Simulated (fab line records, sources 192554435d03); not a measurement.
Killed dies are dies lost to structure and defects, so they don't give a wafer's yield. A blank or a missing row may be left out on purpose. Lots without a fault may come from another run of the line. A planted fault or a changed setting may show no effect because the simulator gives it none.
A struck lot beside a sound one | flow n5_finfet | 34 steps out of a route of 1938
Sound: wafers L194.1, L194.5, L194.6. Struck: wafers L204.3, L204.5. (L204.4 of the same lot was not struck and is left out.) The cause comes at the end.
At each step with rows: each side's tool, then ch and its chambers, then its first start. Under that, the readings that differ: sound wafers | struck wafers | difference of the means | sigmas: that difference in standard deviations of wafers without a fault.
alike: readings whose means differ by less than 2 such deviations, and words and numbers that are the same on both sides. not compared: withheld readings, readings that some wafer has no value for, bounds like >300 that may hide the same value, and numbers for which the record gives no deviation and whose values overlap.
The two part at a step that has a row with sigmas, a row that says differs or no value, or rows on one side only. Numbers that don't overlap but have no deviation are shown without sigmas and don't part them. A reading that every wafer of one side lacks parts them only if that side has two wafers or more.

first, 7 steps without rows for these wafers: N5_BEOL_M4_PRE_CLEAN_60 (time 15 s); N5_BEOL_M4_CO_CAP_55 (material Co, precursor CCTBA/H2, target thk 2 nm, time 102.1 s); N5_BEOL_M4_PRE_CLEAN_56 (time 15 s); N5_BEOL_M4_DEP_57 (deposits SiCN from 3MS/NH3, target thk 8 nm, time 14 s); N5_BEOL_M5_ILD_DEP_00 (deposits SiCOH lowk from DEMS/porogen, target thk 140.64 nm, time 25.9 s); N5_BEOL_M5_CURE_79 (cures SiCOH lowk, time 240 s); N5_BEOL_M5_PECVD_70 (deposits SiO2 from TEOS/O2, target thk 16 nm, time 18 s).
N5_BEOL_M5_HM_DEP_02: deposits TiN, target thk 20 nm.
  sound on pvd_sputter-02, day 14 08:26; struck on pvd_sputter-01, day 17 08:19
  reading                                    | sound          | struck    | difference | sigmas
  model.TiN_of_BEOL_M5_HM_DEP_02.thk_nm (nm) | 20.6 20.2 19.8 | 15.4 15.6 | -4.7       |
  alike: throttle_valve_pct
then, 16 steps without rows for these wafers: N5_BEOL_M5_COAT_59 (time 60 s, resist thk 60 nm); N5_BEOL_M5_COAT_60 (time 60 s, resist thk 12 nm); N5_BEOL_M5_COAT_71 (time 60 s, resist thk 5 nm); N5_BEOL_M5_COAT_05 (resist thk 30 nm); N5_BEOL_M5_EBR_07; N5_BEOL_M5_SOFTBAKE_06 (time 60 s); N5_BEOL_M5_EXPOSE_08 (exposes mask M5, target cd 28 nm); N5_BEOL_M5_PEB_09 (peb time 60 s); N5_BEOL_M5_DEVELOP_10 (develop time 30 s); N5_BEOL_M5_DESCUM_16 (chemistry O2, time 7 s); N5_BEOL_M5_ETCH_72 (etches underlayer in N2/H2, target depth 6.5 nm, time 5.2 s); N5_BEOL_M5_ETCH_61 (etches SiARC in CF4, target depth 15.6 nm, time 26 s); N5_BEOL_M5_ETCH_62 (etches SOC in N2/H2, target depth 75 nm, overetch 15 nm, time 112.5 s); N5_BEOL_M5_STRIP_63 (strips in N2/H2); N5_BEOL_M5_STRIP_73 (strips in N2/H2); N5_BEOL_M5_STRIP_64 (strips in CF4).
N5_BEOL_M5_HM_OPEN_17: chemistry Cl2/BCl3, target TiN, target depth 20 nm, overetch 6 nm.
  sound on rie_metal-01 ch 0,1, day 14 09:11; struck on rie_metal-02 ch 0,1, day 17 09:07
  reading                  | sound             | struck      | difference | sigmas
  oes_product_au (a.u.)    | 0.75 0.80 0.73    | 0.62 0.63   | -0.14      | -3
  model.etch.depth_nm (nm) | 20.54 20.18 19.81 | 15.39 15.57 | -4.70      |
  alike: drypump_motor_current_A, throttle_valve_pct
  not compared: rf_hours_counter_h
then, 8 steps without rows for these wafers: N5_BEOL_M5_STRIP_19 (strips in O2); N5_BEOL_M5_COAT_65 (time 60 s, resist thk 60 nm); N5_BEOL_M5_COAT_66 (time 60 s, resist thk 12 nm); N5_BEOL_M5_COAT_74 (time 60 s, resist thk 5 nm); N5_BEOL_M5_COAT_22 (resist thk 30 nm); N5_BEOL_M5_EBR_24; N5_BEOL_M5_SOFTBAKE_23 (time 60 s); N5_BEOL_M5_EXPOSE_25 (exposes mask V4, defocus 10 nm).
N5_BEOL_M5_TRENCH_ETCH_37: etches SiCOH lowk in C4F6/O2, target depth 71.652 nm, time 24.7 s.
  sound on rie_diel-02 ch 0,1,3; struck on rie_diel-06 ch 1,3
  reading                                    | sound        | struck    | difference | sigmas
  model.TiN_of_BEOL_M5_HM_DEP_02.thk_nm (nm) | 18.4 18 17.6 | 13.2 13.4 | -4.7       |
  alike: C4F6_flow_sccm, O2_flow_sccm, drypump_motor_current_A, oes_product_au, rf_vpp_V, showerhead_plenum_p_Torr, throttle_valve_pct
  not compared: rf_hours_counter_h

WHERE THEY PART
Only at N5_BEOL_M5_HM_OPEN_17, within this record. Later steps at which nothing parts them and some readings are alike: N5_BEOL_M5_TRENCH_ETCH_37.

WHY: what the simulator had put in
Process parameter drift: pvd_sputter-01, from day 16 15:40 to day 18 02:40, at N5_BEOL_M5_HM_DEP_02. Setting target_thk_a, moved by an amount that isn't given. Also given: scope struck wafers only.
